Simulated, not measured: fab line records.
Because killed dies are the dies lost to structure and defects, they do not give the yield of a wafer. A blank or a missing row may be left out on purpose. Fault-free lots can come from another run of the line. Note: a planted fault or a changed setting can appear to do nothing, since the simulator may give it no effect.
Which tool did it? -- flow nandHarc -- 11 lots with 33 wafers sampled at 7 steps, on a route of 1302 steps

WHAT THE GAUGES SHOWED, per wafer
NHARC_P_BONDPAD_THK_MEAS_20: measures by xrf. Usual: 160.8 nm for thkNm, sd 1.3.
lot,measured,on,thkNm (nm),flag
L432,day 7 23:02,filmMetro-01,161.6 161.1 160.7,
L433,day 8 12:20,filmMetro-02,160.7 160.4 161.2,
L434,day 9 01:32,filmMetro-01,161.6 161.1 158.7,
L435,day 9 06:04,filmMetro-01,159.6 162.1 158.4,
L436,day 9 15:53,filmMetro-02,159.6 160.3 160.7,
L438,day 10 17:37,filmMetro-02,160.8 161.0 161.3,
L446,day 13 23:01,filmMetro-02,160.8 161.2 161.0,
L447,day 14 03:53,filmMetro-02,161.1 160.9 160.8,
L449,day 15 12:52,filmMetro-02,160.7 160.5 159.1,
L451,day 16 00:10,filmMetro-02,160.8 160.8 159.3,
L452,day 16 15:37,filmMetro-01,159.8 159.9 160.4,

NHARC_A_ZERO_WELL_INSPECT_17. Usual: 11 for rawDefectCount, sd 5.2.
lot,measured,on,rawDefectCount,flag
L432,day 8 02:11,defectInspect-01,6 5 9,
L433,day 8 15:20,defectInspect-01,13 12 8,
L434,day 9 04:32,defectInspect-01,13 5 10,
L435,day 9 09:08,defectInspect-02,18 15 12,
L436,day 9 18:44,defectInspect-02,17 6 7,
L438,day 10 20:40,defectInspect-02,10 462 15,OFF
L446,day 14 02:00,defectInspect-01,11 9 10,
L447,day 14 06:52,defectInspect-02,5 6 7,
L449,day 15 15:51,defectInspect-02,5 14 19,
L451,day 16 03:09,defectInspect-02,7 9 10,
L452,day 16 18:35,defectInspect-02,6 5 4,

NHARC_A_SOURCE_PLATE_INSPECT_08. Usual: 54 for rawDefectCount, sd 19.
lot,measured,on,rawDefectCount,flag
L432,day 9 00:16,defectInspect-01,70 55 76,
L433,day 9 11:11,defectInspect-01,56 61 68,
L434,day 10 05:04,defectInspect-01,37 43 61,
L435,day 10 05:02,defectInspect-02,47 65 36,
L436,day 10 14:47,defectInspect-02,33 31 20,
L438,day 11 16:40,defectInspect-01,55 522 77,OFF
L446,day 14 23:12,defectInspect-02,50 46 28,
L447,day 15 03:19,defectInspect-02,48 88 46,
L449,day 16 12:32,defectInspect-01,58 46 56,
L451,day 16 23:47,defectInspect-02,45 59 41,
L452,day 17 14:24,defectInspect-02,20 34 27,

NHARC_END_SORT_01. Usual: killedAtArray 52, standard deviation 17; killedAtOther 0.9, standard deviation 1.2; killedAtPeriphery 3.9, standard deviation 2.7; killedDies 57, standard deviation 16; killedOpen 3.3, standard deviation 1.9; killedShort 2.5, standard deviation 1.5.
lot,measured,on,killedAtArray,killedAtOther,killedAtPeriphery,killedDies,killedOpen,killedShort,flag
L438,day 28 06:49,prober-02,57 125 55,3 1 2,6 4 5,66 130 62,3 4 3,2 0 2,

TOOL THAT RAN EACH LOT (tool first, then ch and the chambers of the sampled wafers, then the start)
lot,NHARC_P_BONDPAD_STRIP_15,NHARC_A_ZERO_WELL_ETCH_19,NHARC_A_ZERO_WELL_ETCH_13
L432,"rieDiel-08 ch 1,2, day 7 21:05","rieDiel-09 ch 1,3, day 8 00:57","rieSi-02 ch 0,2,3, day 8 01:05"
L433,"rieDiel-12 ch 0,2,3, day 8 10:22","rieDiel-09 ch 1,2,3, day 8 14:07","rieSi-03 ch 0,1,2, day 8 14:15"
L434,"rieDiel-05 ch 2,3, day 8 23:34","rieDiel-09 ch 1,2,3, day 9 03:19","rieSi-02 ch 1,3, day 9 03:26"
L435,"rieDiel-05 ch 0,2,3, day 9 04:07","rieDiel-09 ch 1,2,3, day 9 07:55","rieSi-05 ch 1,3, day 9 08:02"
L436,"rieDiel-05 ch 0,3, day 9 13:54","rieDiel-09 ch 0,2,3, day 9 17:32","rieSi-02 ch 0,3, day 9 17:38"
L438,"rieDiel-12 ch 0,1,2, day 10 15:39","rieDiel-09 ch 1,2,3, day 10 19:23","rieSi-02 ch 0,2,3, day 10 19:31"
L446,"rieDiel-08 ch 1,2,3, day 13 21:03","rieDiel-09 ch 0,3, day 14 00:47","rieSi-03 ch 0,1,2, day 14 00:56"
L447,"rieDiel-12 ch 0,2, day 14 01:56","rieDiel-02 ch 0,1,2, day 14 05:38","rieSi-02 ch 1,3, day 14 05:46"
L449,"rieDiel-12 ch 0,1,3, day 15 10:53","rieDiel-02 ch 0,1,3, day 15 14:39","rieSi-02 ch 1,2, day 15 14:45"
L451,"rieDiel-05 ch 1,2,3, day 15 22:13","rieDiel-09 ch 0,1,2, day 16 01:56","rieSi-05 ch 0,1,3, day 16 02:04"
L452,"rieDiel-05 ch 0,3, day 16 13:40","rieDiel-09 ch 0,2,3, day 16 17:23","rieSi-02 ch 2,3, day 16 17:29"
- NHARC_P_BONDPAD_STRIP_15: strips in O2.
- NHARC_A_ZERO_WELL_ETCH_19: etches the open film in N2/H2, target depth 80 nm, overetch 24 nm, time 87.88 s.
- NHARC_A_ZERO_WELL_ETCH_13: etches the open film in HBr/Cl2, target depth 120 nm, time 40.1 s.

WHAT THE TOOLS THEMSELVES READ (means of the sampled wafers that have a number; where no wafer has one, the mark that the record gives instead)
NHARC_P_BONDPAD_STRIP_15. Usual: drypumpMotorCurrentA 5.5 A, standard deviation 0.43; oesProductAu 1.001 a.u., standard deviation 0.012; rfVppV 57.9 V, standard deviation 0.85; showerheadPlenumPTorr 3.59 Torr, standard deviation 0.15; throttleValvePct 17.037 %, standard deviation 0.0093.
lot,tool,drypumpMotorCurrentA (A),oesProductAu (a.u.),rfVppV (V),showerheadPlenumPTorr (Torr),throttleValvePct (%),flag
L432,rieDiel-08,5.2,1.009,57.7,3.50,17.038,
L433,rieDiel-12,5.1,0.987,58.1,3.62,17.038,
L434,rieDiel-05,5.7,1.003,58.8,3.77,17.039,
L435,rieDiel-05,5.8,0.985,57.9,3.64,17.040,
L436,rieDiel-05,5.9,0.994,57.7,3.51,17.048,
L438,rieDiel-12,5.4,0.987,57.5,3.58,17.043,
L446,rieDiel-08,5.5,1.007,58.1,3.60,17.039,
L447,rieDiel-12,5.0,0.996,58.3,3.60,17.037,
L449,rieDiel-12,5.5,0.996,58.0,3.59,17.033,
L451,rieDiel-05,5.8,1.001,59.5,3.70,17.031,
L452,rieDiel-05,5.9,1.004,57.4,3.51,17.035,

NHARC_A_ZERO_WELL_ETCH_19. Usual: drypumpMotorCurrentA 5.5 A, standard deviation 0.41; oesProductAu 1.001 a.u., standard deviation 0.012; rfVppV 430.6 V, standard deviation 2.6; showerheadPlenumPTorr 2.04 Torr, standard deviation 0.087; throttleValvePct 14.171 %, standard deviation 0.0089.
lot,tool,drypumpMotorCurrentA (A),oesProductAu (a.u.),rfVppV (V),showerheadPlenumPTorr (Torr),throttleValvePct (%),flag
L432,rieDiel-09,5.9,1.006,430.9,2.08,14.168,
L433,rieDiel-09,5.7,0.993,430.4,2.02,14.165,
L434,rieDiel-09,5.6,1.005,430.5,2.02,14.172,
L435,rieDiel-09,5.6,1.009,430.4,2.02,14.168,
L436,rieDiel-09,5.3,0.990,429.4,2.00,14.167,
L438,rieDiel-09,5.7,1.005,429.5,2.02,14.169,
L446,rieDiel-09,5.2,1.002,431.5,2.04,14.173,
L447,rieDiel-02,5.3,1.012,430.9,2.05,14.173,
L449,rieDiel-02,5.6,0.994,433.2,2.12,14.168,
L451,rieDiel-09,5.3,1.007,429.6,2.01,14.168,
L452,rieDiel-09,5.3,0.994,429.4,2.00,14.174,

NHARC_A_ZERO_WELL_ETCH_13. Usual: drypumpMotorCurrentA 5.7 A, standard deviation 0.53; oesProductAu 1.001 a.u., standard deviation 0.0078; throttleValvePct 26.406 %, standard deviation 0.0093.
lot,tool,drypumpMotorCurrentA (A),oesProductAu (a.u.),throttleValvePct (%),flag
L432,rieSi-02,5.3,1.002,26.406,
L433,rieSi-03,5.8,1.005,26.411,
L434,rieSi-02,6.1,1.013,26.401,
L435,rieSi-05,6.4,1.004,26.402,
L436,rieSi-02,5.1,0.998,26.410,
L438,rieSi-02,5.4,1.002,26.401,
L446,rieSi-03,5.8,0.997,26.402,
L447,rieSi-02,6.1,0.999,26.410,
L449,rieSi-02,5.9,1.001,26.401,
L451,rieSi-05,5.8,0.995,26.409,
L452,rieSi-02,5.6,1.002,26.404,

THE ANSWER, worked out from the rows above alone
Rule: a lot is off if the mean of its wafers that have a number lies more than 3 standard deviations from the usual mean. A lot without any number at a reading at which 4 lots or more have one is off too. Any other lot the step has rows for is counted as sound. Order of review: gauges by route order, followed by the tools' own readings, for which a lot's mean as printed above is used. The first step at which some lot is off is used, and at that step the reading that is off furthest; a lot without a number counts as furthest.
Off at NHARC_A_ZERO_WELL_INSPECT_17 (rawDefectCount): L438.
If a tool, at a process step before that reading, ran all the lots that are off and no sound lot after the first of them, it fits. The gauges at NHARC_A_ZERO_WELL_INSPECT_17 aren't tried: what is off there is off at NHARC_A_SOURCE_PLATE_INSPECT_08 too, on other tools, and a gauge's error can't cause that. None of those tried fits.

WHAT THE SIMULATOR HAD PUT IN
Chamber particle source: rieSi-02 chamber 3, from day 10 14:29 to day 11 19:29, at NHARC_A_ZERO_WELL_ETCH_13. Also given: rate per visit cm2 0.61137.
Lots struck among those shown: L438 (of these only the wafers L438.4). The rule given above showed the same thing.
